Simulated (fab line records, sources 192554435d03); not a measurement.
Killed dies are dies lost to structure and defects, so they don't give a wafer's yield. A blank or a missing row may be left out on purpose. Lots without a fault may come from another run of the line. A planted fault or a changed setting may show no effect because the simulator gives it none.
One fault seen from 3 desks | flow n5_finfet | each desk has only its own numbers; what lay behind them comes last
Where a reading is given only as a bound, like >300, the bound stands for it, and a mean or a difference that rests on one is marked > or <: the true number lies beyond.

THE DEFECT DESK
What the inspections along the route counted, lot by lot: means of the sampled wafers that have a number. A lot is out of limits, marked OUT, if its mean lies more than 4 standard deviations from the usual mean; the brackets give that distance.
Columns: A = raw_defect_count at N5_HKMG_FIN_INSPECT_14, usual 2.1
lot  | first seen here | A
L246 | day 4 03:13     | 2.7
L254 | day 6 03:23     | 2.3
L257 | day 6 21:36     | 2.7
L256 | day 6 23:10     | 1.7
L261 | day 7 21:20     | 2.7
L262 | day 8 02:29     | >103 (>+67) OUT
L267 | day 9 10:42     | 2.0
L269 | day 9 20:43     | 3.7
This desk's finding: out of limits on L262; first on L262, day 8 02:29 (raw_defect_count at N5_HKMG_FIN_INSPECT_14). In limits: L246, L254, L257, L256, L261, L267, L269.

THE METROLOGY DESK
What the gauges read, lot by lot, whatever tool the lot ran on: means of the sampled wafers that have a number. A lot is out of limits, marked OUT, if its mean lies more than 4 standard deviations from the usual mean; the brackets give that distance. Of its 10 readings 7 are shown: those that lie furthest out on some lot.
Columns: A = IOFF_N at N5_BEOL_M4_RC_MEAS_101, usual 0.153 nA/um; B = IOFF_P at N5_BEOL_M4_RC_MEAS_101, usual 0.211 nA/um; C = ION_N at N5_BEOL_M4_RC_MEAS_101, usual 673 uA/um; D = ION_P at N5_BEOL_M4_RC_MEAS_101, usual 463 uA/um; E = SS_N at N5_BEOL_M4_RC_MEAS_101, usual 71.5 mV/dec; F = VT_N at N5_BEOL_M4_RC_MEAS_101, usual 250.1 mV; G = VT_P at N5_BEOL_M4_RC_MEAS_101, usual -250.2 mV
lot  | first seen here | A     | B     | C   | D   | E    | F     | G
L246 | day 8 12:31     | 0.143 | 0.216 | 676 | 473 | 70.9 | 250.0 | -247.7
L254 | day 10 23:22    | 0.185 | 0.245 | 683 | 467 | 71.9 | 248.5 | -246.8
L257 | day 11 22:42    | 0.147 | 0.211 | 674 | 463 | 71.6 | 252.4 | -250.4
L256 | day 11 23:56    | 0.165 | 0.210 | 670 | 461 | 71.4 | 249.1 | -251.3
L261 | day 12 17:44    | 0.144 | 0.197 | 669 | 462 | 71.4 | 252.1 | -250.7
L262 | day 13 03:16    | 0.175 | 0.259 | 690 | 476 | 71.3 | 245.7 | -241.9
L269 | day 14 15:33    | 0.141 | 0.197 | 669 | 463 | 71.5 | 251.1 | -252.2
L267 | day 15 11:11    | 0.138 | 0.186 | 663 | 454 | 70.5 | 249.0 | -252.8
This desk's finding: nothing out of limits on any of the 8 lots.

THE TOOL OWNER'S DESK: thermal_cvd_si-02
The tool's own readings at N5_HKMG_FIN_CVD_62 (deposits a-Si from Si2H6, target thk 3 nm, time 20.8 s): means of the sampled wafers that have a number, for each lot that ran on this tool. A lot is out of limits, marked OUT, if its mean lies more than 4 standard deviations from the usual mean; the brackets give that distance.
Columns: A = heater_power_w at N5_HKMG_FIN_CVD_62, usual 1451 W; B = susceptor_temp_C at N5_HKMG_FIN_CVD_62, usual 500.03 C
lot  | first seen here | A    | B
L246 | day 4 01:31     | 1620 | 499.81
L254 | day 6 01:39     | 1489 | 500.04
L257 | day 6 19:50     | 1654 | 500.25
L262 | day 8 00:53     | 1550 | 500.24
This desk's finding: nothing out of limits on any of the 4 lots.

PUT TOGETHER
The defect desk could have raised an alarm at day 8 02:29, on L262.
The metrology desk saw nothing out of limits.
The tool owner's desk saw nothing out of limits.
The metrology desk has L262 on record, within its limits.
The tool owner's desk has L262 on record, within its limits.
Of the lots named, all ran N5_HKMG_FIN_CVD_62 on thermal_cvd_si-02.

WHAT THE SIMULATOR HAD PUT IN
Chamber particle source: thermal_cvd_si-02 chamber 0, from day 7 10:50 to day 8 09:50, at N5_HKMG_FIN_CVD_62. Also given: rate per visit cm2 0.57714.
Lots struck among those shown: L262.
Hours from the fault's start to each desk's first reading out of limits: the defect desk, 16.
